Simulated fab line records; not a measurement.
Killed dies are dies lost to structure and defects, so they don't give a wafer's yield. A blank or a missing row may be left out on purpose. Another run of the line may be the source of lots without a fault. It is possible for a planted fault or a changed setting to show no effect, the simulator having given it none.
Chamber matching :: flow n5 finfet :: 4 sister chambers for N5_BEOL_M0_SAQP_ETCH_106 on rie diel-05
The step etches SOC in N2/H2, stops on SiNx, target depth 150 nm. 8 wafers are shown with their chamber, then 12 later ones without.

WAFERS, EACH WITH ITS CHAMBER
wafer: L082.2
chamber: 2
drypump motor current A (A): 6.3
showerhead plenum p Torr (Torr): 2.41

wafer: L087.5
chamber: 3
drypump motor current A (A): 5.5
showerhead plenum p Torr (Torr): 2.44

wafer: L087.6
chamber: 0
drypump motor current A (A): 6.4
showerhead plenum p Torr (Torr): 2.51

wafer: L088.1
chamber: 2
drypump motor current A (A): 6.4
showerhead plenum p Torr (Torr): 2.41

wafer: L088.4
chamber: 3
drypump motor current A (A): 5.5
showerhead plenum p Torr (Torr): 2.44

wafer: L091.1
chamber: 1
drypump motor current A (A): 5.0
showerhead plenum p Torr (Torr): 2.62

wafer: L091.5
chamber: 0
drypump motor current A (A): 6.4
showerhead plenum p Torr (Torr): 2.50

wafer: L091.6
chamber: 1
drypump motor current A (A): 5.0
showerhead plenum p Torr (Torr): 2.62

WAFERS WITHOUT THEIR CHAMBER
wafer: L092.1
drypump motor current A (A): 5.0
showerhead plenum p Torr (Torr): 2.62

wafer: L092.2
drypump motor current A (A): 6.4
showerhead plenum p Torr (Torr): 2.41

wafer: L092.3
drypump motor current A (A): 6.4
showerhead plenum p Torr (Torr): 2.50

wafer: L094.2
drypump motor current A (A): 6.4
showerhead plenum p Torr (Torr): 2.50

wafer: L094.4
drypump motor current A (A): 6.4
showerhead plenum p Torr (Torr): 2.41

wafer: L094.6
drypump motor current A (A): 5.5
showerhead plenum p Torr (Torr): 2.43

wafer: L096.2
drypump motor current A (A): 6.3
showerhead plenum p Torr (Torr): 2.40

wafer: L096.4
drypump motor current A (A): 6.4
showerhead plenum p Torr (Torr): 2.40

wafer: L096.6
drypump motor current A (A): 5.0
showerhead plenum p Torr (Torr): 2.61

wafer: L097.3
drypump motor current A (A): 5.0
showerhead plenum p Torr (Torr): 2.61

wafer: L097.4
drypump motor current A (A): 5.0
showerhead plenum p Torr (Torr): 2.61

wafer: L097.5
drypump motor current A (A): 5.5
showerhead plenum p Torr (Torr): 2.43

THE CHAMBER EACH PASSED THROUGH
wafer: L092.1
from the rows above: 1
in truth: 1

wafer: L092.2
from the rows above: 2
in truth: 2

wafer: L092.3
from the rows above: 0
in truth: 0

wafer: L094.2
from the rows above: 0
in truth: 0

wafer: L094.4
from the rows above: 2
in truth: 2

wafer: L094.6
from the rows above: 3
in truth: 3

wafer: L096.2
from the rows above: 2
in truth: 2

wafer: L096.4
from the rows above: 2
in truth: 2

wafer: L096.6
from the rows above: 1
in truth: 1

wafer: L097.3
from the rows above: 1
in truth: 1

wafer: L097.4
from the rows above: 1
in truth: 1

wafer: L097.5
from the rows above: 3
in truth: 3
Correct placement for 12 of the 12. Number that these rows cannot place: 0. 0 placed wrongly.
How it was worked out, from the rows above alone: a wafer's distance from a chamber is the root of the sum, over the readings, of the square of ((its reading less the chamber's mean) divided by the reading's scatter). If the next closest chamber is less than 2 further off than the closest, the wafer can't be placed; otherwise it belongs to the closest. For every chamber, the mean is computed from those of its wafers that are shown. The scatter is the square root of a quotient: the sum, over the shown wafers, of each reading's squared deviation from its chamber's mean, divided by wafers minus chambers.
